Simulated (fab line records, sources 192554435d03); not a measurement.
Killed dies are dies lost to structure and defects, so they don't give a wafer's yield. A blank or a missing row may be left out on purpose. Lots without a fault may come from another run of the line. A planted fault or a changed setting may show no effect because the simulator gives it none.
Chamber matching | flow n5_finfet | N5_DUMMY_GATE_ETCH_23 on rie_si-06: 3 sister chambers
The step etches poly-Si in HBr/Cl2/O2, target depth 41 nm, time 22.3 s. 14 wafers are shown with their chamber, then 5 later ones without.

WAFERS WITH THEIR CHAMBER
wafer  | chamber | throttle_valve_pct (%) | drypump_motor_current_A (A) | oes_product_au (a.u.)
L074.1 | 1       | 37.26                  | 4.9                         | 1.029
L074.2 | 3       | 37.50                  | 6.1                         | 1.023
L074.3 | 2       | 36.74                  | 5.7                         | 1.008
L079.3 | 3       | 37.48                  | 6.1                         | 1.016
L079.4 | 1       | 37.23                  | 5.0                         | 1.030
L079.6 | 3       | 37.48                  | 6.1                         | 1.018
L082.1 | 3       | 37.48                  | 6.1                         | 1.025
L082.4 | 1       | 37.26                  | 4.9                         | 1.023
L082.5 | 3       | 37.47                  | 6.1                         | 1.017
L083.1 | 3       | 37.50                  | 6.1                         | 1.013
L083.2 | 1       | 37.24                  | 5.0                         | 1.009
L083.5 | 2       | 36.74                  | 5.8                         | 1.002
L084.1 | 1       | 37.25                  | 4.9                         | 1.020
L084.5 | 2       | 36.75                  | 5.8                         | 1.001

SIGNATURES (means of the wafers above)
reading                 | chamber 1 | chamber 2 | chamber 3 | scatter within a chamber
throttle_valve_pct      | 37.2480   | 36.7433   | 37.4850   | 0.0117
drypump_motor_current_A | 4.940     | 5.767     | 6.100     | 0.0412
oes_product_au          | 1.02220   | 1.00367   | 1.01867   | 0.00616
Rule: a wafer's distance from a chamber is the root of the sum, over the readings, of the square of ((its reading less the chamber's mean) divided by the reading's scatter). The wafer belongs to the nearest chamber; if the next one is less than 2 further off, it can't be placed. The scatter: the root of (the sum of the squares of (reading less its chamber's mean) over the shown wafers, divided by (wafers less chambers)).

WAFERS WITHOUT THEIR CHAMBER
wafer  | throttle_valve_pct (%) | drypump_motor_current_A (A) | oes_product_au (a.u.)
L084.6 | 37.25                  | 5.0                         | 1.014
L091.1 | 37.48                  | 6.1                         | 1.022
L091.3 | 36.73                  | 5.8                         | 0.993
L095.2 | 37.25                  | 5.0                         | 1.019
L095.4 | 37.48                  | 6.1                         | 1.016

WHICH CHAMBER EACH WENT THROUGH
wafer  | from the rows above | in truth
L084.6 | 1                   | 1
L091.1 | 3                   | 3
L091.3 | 2                   | 2
L095.2 | 1                   | 1
L095.4 | 3                   | 3
Placed correctly: 5 of 5. Can't be placed from these rows: 0. Placed wrongly: 0.
